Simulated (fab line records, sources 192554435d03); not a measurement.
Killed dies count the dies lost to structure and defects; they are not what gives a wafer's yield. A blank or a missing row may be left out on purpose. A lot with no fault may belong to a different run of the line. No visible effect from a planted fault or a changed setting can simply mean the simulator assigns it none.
fab line records	flow n5Finfet	part 2 of 2: steps 5 to 6 of 6
[record] lots = 23	wafers = 69	lastDay = 18
route steps=1938 shown GATE_CUT@469 MOL_CONTACT_COAG@528
lots that met no fault: taken from a fault-free run of the same line
startH: the number of hours between the record's first day and the start of the first shown wafer of the lot	waitH: hours from the lot's prior step to this one	" identical to the entry in the row above	L1.1+2: a row that stands for several wafers	- value missing, or start not given	* or withheld: withheld	< > ~ a bound
route shown NAME@n: a module of which the file shows steps, and the number in the route of the first	usual: the fault-free wafers' mean and standard deviation	same: alike in all rows	chamber/n: place in a boat	sites: each site's reading	_std_site: the values' standard deviation	_edge_site: inner sites' mean taken away from outer sites' mean	radiusMm: for every site, how far away it sits from the centre of the wafer	mask NAME#n: copy n	behind: tool/chamber where the wafer was last shaped	hold: why the lot went on hold/how many hours it stayed there/how the hold came to an end	device: the transistor (n, p or np) that didn't switch	end of line: the same wafers' tests at the end of the route	step lacking rows: just its recipe	killed: at the first sort, the dies lost to defects and structure; wafer yield is something else	map: shows each die of a wafer: x if killed, . if not, _ if none is there
set.NAME: the setting that was run; set.NAME@STEP: the one run at that earlier step	model.NAME: the simulator's own value behind a step, which no gauge read
steps of the route over a sample of lots; a table a step, a row a wafer
services: a tool's chamber out of use, with start hour (startH, from the record's first day; less than 0 if before it), hours out, and reason
[[steps]]
[step N5_MOL_CONTACT_COAG_INSPECT_10]
[recipe] mode = adi	inspectInstrument = brightfield
[usual] rawDefectCount = 74/30
lot.wafer	tool	chamber	startH	waitH	rawDefectCount
L074.2	defectInspect-01	-	86.40	0.0	71
L074.3	"	-	"	"	106
L074.4	"	-	"	"	69
L075.1	defectInspect-01	-	93.74	0.1	80
L075.3	"	-	"	"	69
L075.5	"	-	"	"	36
L076.1	defectInspect-01	-	103.49	0.1	47
L076.2	"	-	"	"	37
L076.5	"	-	"	"	50
L077.1	defectInspect-01	-	108.08	0.1	62
L077.2	"	-	"	"	62
L077.3	"	-	"	"	41
L079.1	defectInspect-02	-	123.07	0.1	69
L079.4	"	-	"	"	110
L079.6	"	-	"	"	101
L080.2	defectInspect-01	-	126.11	0.0	77
L080.4	"	-	"	"	45
L080.5	"	-	"	"	41
L081.1	defectInspect-02	-	134.37	0.1	42
L081.2	"	-	"	"	63
L081.3	"	-	"	"	65
L082.1	defectInspect-02	-	138.60	0.1	102
L082.3	"	-	"	"	78
L082.6	"	-	"	"	150
L083.2	defectInspect-01	-	141.62	0.0	107
L083.5	"	-	"	"	121
L083.6	"	-	"	"	136
L084.3	defectInspect-01	-	150.81	0.0	61
L084.5	"	-	"	"	72
L084.6	"	-	"	"	66
L085.1	defectInspect-01	-	154.27	0.1	56
L085.2	"	-	"	"	91
L085.5	"	-	"	"	40
L086.1	defectInspect-02	-	163.08	0.1	52
L086.3	"	-	"	"	70
L086.4	"	-	"	"	63
L087.2	defectInspect-02	-	167.92	0.0	34
L087.3	"	-	"	"	38
L087.4	"	-	"	"	41
L088.2	defectInspect-02	-	173.16	0.0	64
L088.5	"	-	"	"	76
L088.6	"	-	"	"	35
L089.2	defectInspect-01	-	178.11	0.0	93
L089.3	"	-	"	"	49
L089.6	"	-	"	"	112
L090.1	defectInspect-02	-	184.19	0.1	51
L090.2	"	-	"	"	86
L090.3	"	-	"	"	81
L091.2	defectInspect-01	-	189.54	0.0	102
L091.4	"	-	"	"	64
L091.5	"	-	"	"	63
L092.1	defectInspect-02	-	197.18	0.1	74
L092.4	"	-	"	"	173
L092.6	"	-	"	"	45
L093.1	defectInspect-01	-	203.68	0.1	67
L093.3	"	-	"	"	36
L093.5	"	-	"	"	40
L094.1	defectInspect-01	-	208.91	0.1	62
L094.2	"	-	"	"	40
L094.5	"	-	"	"	55
L095.2	defectInspect-01	-	214.19	0.0	61
L095.3	"	-	"	"	69
L095.5	"	-	"	"	64
L096.2	defectInspect-01	-	221.47	0.0	64
L096.4	"	-	"	"	54
L096.6	"	-	"	"	74
L097.2	defectInspect-01	-	229.01	0.0	141
L097.3	"	-	"	"	147
L097.6	"	-	"	"	136
[step N5_MOL_CONTACT_COAG_ETCH_110]
[recipe] chemistry = CF4/O2	target = Si	targetDepthA = 25	timeS = 8	pressureMtorr = 100	sourceW = 200	biasW = 12	ionEnergyEv = 60	Ar_flow_sccm = 100	cf4FlowSccm = 100	O2_flow_sccm = 10
[usual] cf4FlowSccm = 100.0/0.34	drypumpMotorCurrentA = 5.7/0.51	oesProductAu = 0.81/0.092	rfVppV = 125.9/2.2	showerheadPlenumPTorr = 2.18/0.045	throttleValvePct = 10.76/0.27
[same] timeS = 8
lot.wafer	tool	chamber	startH	waitH	cf4FlowSccm	drypumpMotorCurrentA	oesProductAu	rfHoursCounterH	rfVppV	showerheadPlenumPTorr	throttleValvePct
L074.2	rieDiel-04	1	87.18	0.0	99.9	6.2	0.93	20	123.4	2.18	10.37
L074.3	"	3	"	"	100.2	5.6	0.90	30	125.7	2.19	10.70
L074.4	"	2	"	"	100.1	5.8	0.73	190	124.2	2.22	10.99
L075.1	rieDiel-04	3	94.05	0.0	100.1	5.6	0.90	33	125.2	2.19	10.72
L075.3	"	0	"	"	100.2	5.5	0.76	114	127.6	2.15	10.69
L075.5	"	3	"	"	100.4	5.6	0.91	-	126.3	2.19	10.73
L076.1	rieDiel-03	2	104.06	0.0	100.1	4.8	1.01	1	130.6	2.19	10.18
L076.2	"	1	"	"	100.8	6.6	0.69	200	123.1	2.12	11.04
L076.5	"	0	"	"	100.2	5.0	0.94	-	125.8	2.28	10.63
L077.1	rieDiel-06	0	108.39	0.0	99.9	5.1	0.88	35	130.4	2.19	10.56
L077.2	"	3	"	"	99.7	6.7	0.70	242	125.1	2.19	11.21
L077.3	"	1	"	"	99.7	4.8	0.85	67	129.2	2.16	10.63
L079.1	rieDiel-03	1	123.38	0.0	99.9	6.5	0.70	209	122.1	2.12	11.07
L079.4	"	3	"	"	100.3	6.5	0.99	1	131.6	2.36	10.28
L079.6	"	0	"	"	100.0	5.0	0.92	-	126.8	2.28	10.64
L080.2	rieDiel-06	0	126.42	0.0	99.7	5.2	0.86	40	128.8	2.19	10.58
L080.4	"	2	"	"	99.9	5.4	0.72	202	124.7	2.12	11.03
L080.5	"	3	"	"	99.5	6.7	0.68	-	126.3	2.19	11.20
L081.1	rieDiel-04	2	134.69	0.0	100.1	5.9	0.71	210	126.1	2.21	11.06
L081.2	"	1	"	"	99.8	6.1	0.91	34	124.4	2.18	10.43
L081.3	"	0	"	"	100.1	5.5	0.75	129	126.8	2.15	10.74
L082.1	rieDiel-04	0	138.91	0.0	99.7	5.5	0.76	130	126.9	2.15	10.75
L082.3	"	2	"	"	99.5	5.9	0.71	211	124.5	2.21	11.05
L082.6	"	3	"	"	100.6	5.7	0.89	-	125.4	2.19	10.77
L083.2	rieDiel-04	2	142.06	0.0	99.7	5.8	0.71	213	124.4	2.21	11.07
L083.5	"	3	"	"	100.0	5.7	0.89	-	125.5	2.19	10.78
L083.6	"	2	"	"	100.2	5.8	0.71	-	125.2	2.21	11.07
L084.3	rieDiel-04	1	151.12	0.0	100.2	6.2	0.89	40	124.2	2.18	10.43
L084.5	"	2	"	"	99.6	5.9	0.70	-	123.9	2.21	11.10
L084.6	"	1	"	"	99.9	6.2	0.88	-	124.5	2.18	10.43
L085.1	rieDiel-04	1	154.73	0.0	99.4	6.1	0.89	41	125.2	2.18	10.43
L085.2	"	3	"	"	99.9	5.6	0.86	56	126.1	2.19	10.79
L085.5	"	3	"	"	99.9	5.6	0.87	-	126.6	2.19	10.80
L086.1	rieDiel-03	2	163.45	0.0	101.1	4.8	0.91	25	129.0	2.18	10.25
L086.3	"	3	"	"	99.9	6.5	0.92	15	130.4	2.36	10.34
L086.4	"	0	"	"	100.4	5.0	0.88	33	126.4	2.27	10.70
L087.2	rieDiel-04	1	168.25	0.0	99.9	6.1	0.88	47	124.4	2.17	10.47
L087.3	"	2	"	"	100.4	5.8	0.70	224	123.9	2.21	11.09
L087.4	"	0	"	"	100.0	5.5	0.75	137	127.2	2.14	10.76
L088.2	rieDiel-04	1	173.47	0.0	100.2	6.1	0.88	49	122.4	2.17	10.45
L088.5	"	3	"	"	99.6	5.7	0.86	-	124.3	2.18	10.81
L088.6	"	2	"	"	99.7	5.9	0.70	-	125.4	2.21	11.13
L089.2	rieDiel-06	2	178.42	0.0	99.8	5.3	0.71	224	126.0	2.12	11.06
L089.3	"	3	"	"	99.8	6.7	0.95	11	124.4	2.18	10.50
L089.6	"	1	"	"	99.9	4.8	0.82	-	129.2	2.16	10.69
L090.1	rieDiel-04	0	184.51	0.0	99.9	5.5	0.74	141	126.3	2.14	10.75
L090.2	"	3	"	"	99.9	5.7	0.86	66	125.5	2.18	10.81
L090.3	"	1	"	"	99.8	6.1	0.88	52	123.8	2.17	10.48
L091.2	rieDiel-04	3	189.85	0.0	99.6	5.7	0.85	68	127.0	2.18	10.85
L091.4	"	0	"	"	100.1	5.5	0.74	142	126.9	2.14	10.79
L091.5	"	0	"	"	99.7	5.5	0.74	-	125.8	2.14	10.78
L092.1	rieDiel-04	2	197.50	0.0	100.3	5.8	0.69	234	124.3	2.20	11.13
L092.4	"	0	"	"	100.0	5.5	0.74	145	127.7	2.14	10.77
L092.6	"	0	"	"	100.2	5.5	0.73	-	126.3	2.14	10.79
L093.1	rieDiel-06	2	204.00	0.0	100.0	5.4	0.70	232	125.2	2.11	11.12
L093.3	"	0	"	"	100.3	5.2	0.83	71	129.2	2.18	10.69
L093.5	"	3	"	"	100.1	6.7	0.92	-	125.3	2.18	10.55
L094.1	rieDiel-04	0	209.23	0.0	99.1	5.5	0.74	149	127.2	2.14	10.81
L094.2	"	1	"	"	100.0	6.1	0.85	60	123.3	2.17	10.47
L094.5	"	1	"	"	99.9	6.1	0.85	-	124.0	2.17	10.49
L095.2	rieDiel-04	3	214.50	0.0	100.1	5.6	0.85	77	126.4	2.18	10.85
L095.3	"	1	"	"	100.7	6.1	0.86	63	124.8	2.17	10.49
L095.5	"	2	"	"	99.8	5.8	0.69	-	123.0	2.20	11.15
L096.2	rieDiel-06	1	221.78	0.0	100.2	4.8	0.81	109	128.9	2.15	10.76
L096.4	"	2	"	"	100.4	5.4	0.70	238	124.3	2.11	11.12
L096.6	"	0	"	"	100.5	5.2	0.82	-	130.0	2.18	10.70
L097.2	rieDiel-03	2	229.41	0.0	100.0	4.8	0.87	49	130.6	2.17	10.33
L097.3	"	3	"	"	99.9	6.5	0.88	39	132.7	2.35	10.40
L097.6	"	1	"	"	99.8	6.6	0.67	-	123.3	2.11	11.16
[[services]]
tool	chamber	startH	hours	kind
cmp-03	-	71.24	4.3	repair
rieDiel-01	3	76.84	10.0	repair
rieDiel-06	3	81.71	6.0	repair
rieDiel-05	1	91.99	2.6	repair
rieDiel-02	1	92.88	3.0	repair
cmp-03	-	96.44	0.5	repair
rieDiel-03	-	97.60	2.8	pm
rieDiel-02	1	113.71	14.4	repair
rieDiel-04	1	120.81	9.9	repair
rieDiel-06	3	135.20	-	clean
rieDiel-06	3	135.20	-	consumableReplace:focusRing
rieDiel-06	3	135.20	16.4	scheduledDown
rieDiel-06	3	135.20	16.4	ventCycle
rieDiel-04	0	148.13	8.1	repair
cmp-04	-	159.73	1.9	repair
rieDiel-02	1	163.00	10.2	repair
cmp-01	-	164.50	4.3	pm
cmp-01	-	173.86	3.3	repair
rieDiel-05	1	177.64	1.4	repair
rieDiel-01	0	181.02	4.1	repair
cmp-03	-	222.36	9.7	pm
cmp-01	-	224.07	4.0	pm
cmp-01	-	228.07	-	consumableReplace:conditioner
cmp-01	-	228.07	-	consumableReplace:pad
